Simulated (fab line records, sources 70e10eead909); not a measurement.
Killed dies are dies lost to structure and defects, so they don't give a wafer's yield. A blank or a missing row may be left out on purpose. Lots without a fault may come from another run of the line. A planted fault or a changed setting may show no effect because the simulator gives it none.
Problem report in the 8D (eight disciplines) form, filled by code | flow nand_harc | the parts of the form that need people (team, actions taken, sign-off) are left out

1. THE PROBLEM
raw_defect_count at NHARC_P_STI_INSPECT_25 reads a mean of 614 on 6 wafers of 2 lots; wafers without a fault read 212 with a standard deviation of 77. That is +5.2 standard deviations from the usual mean.
First seen on wafer L971.1, day 12 12:41, on defect_inspect-02. The record holds 33 wafers of 11 lots with a number at this step. Rule for "out", or "out of limits": more than 4 standard deviations from the usual mean. The other wafers with a number count as sound.

2. WHAT IT IS AND WHAT IT IS NOT
question                    | is                                   | is not
which readings at this step | raw_defect_count                     | -
which lots                  | L971, L972                           | L954, L955, L957, L958, L961, L963, L965, L966, L974
which wafers of those lots  | all that have a number               | -
read on which gauges        | defect_inspect-01, defect_inspect-02 | -
when                        | from day 12 12:41                    | up to then (24 sound wafers); but 3 sound wafers of L974 came after

3. SUSPECTS, AND WHAT RULES EACH OUT
Counting: a tool at a process step up to the reading stays a suspect if it ran every lot that is out and no sound lot after the first of them.
- the gauge at NHARC_P_STI_INSPECT_25: ruled out. The wafers that are out were read on 2 gauges (defect_inspect-01, defect_inspect-02).
- wet_bench-04 at NHARC_P_STI_STRIP_24 (strips Si3N4 in H3PO4): kept. It ran every lot that is out, first L971 (day 12 04:13), and no sound lot after that; its last sound lot up to then is L963 (day 8 15:27).
Left after counting: wet_bench-04 at NHARC_P_STI_STRIP_24.

4. THE CAUSE (what the simulator had put in)
Chamber particle source: wet_bench-04, from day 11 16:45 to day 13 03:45, at NHARC_P_STI_STRIP_24. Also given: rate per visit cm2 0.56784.
Counting left only this tool.

5. THE CHAIN OF EFFECTS, in route order
Each row: a reading whose mean over the struck wafers that have a number lies more than 3 standard deviations from the usual. Only readings for which the record gives a usual standard deviation are gone through. hours: the time from each lot's start at the first step in this table that gives one to its start at this step, as a median over the lots. sigmas: the change in usual standard deviations.
hours | step                    | reading             | usual | on struck wafers | change | sigmas
0     | NHARC_P_STI_INSPECT_25  | raw_defect_count    | 212   | 614              | +402   | +5.2
27    | NHARC_P_GATE_INSPECT_28 | raw_defect_count    | 5.7   | 381.2            | +375.5 | +99 or more
46    | NHARC_P_GATE_INSPECT_68 | raw_defect_count    | 195   | 597              | +402   | +5.7
492   | NHARC_END_SORT_01       | killed_at_periphery | 4.1   | 63.5             | +59.4  | +22

6. WHAT WOULD HAVE CAUGHT IT SOONER
In this record the first reading out of limits at a measuring or inspecting step was taken at day 12 12:41, 20 hours after the fault began at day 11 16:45.
All the lots that are out (2) had begun NHARC_P_STI_STRIP_24 on wet_bench-04 by day 12 12:41. A hold on the tool at that time would have spared none of them.
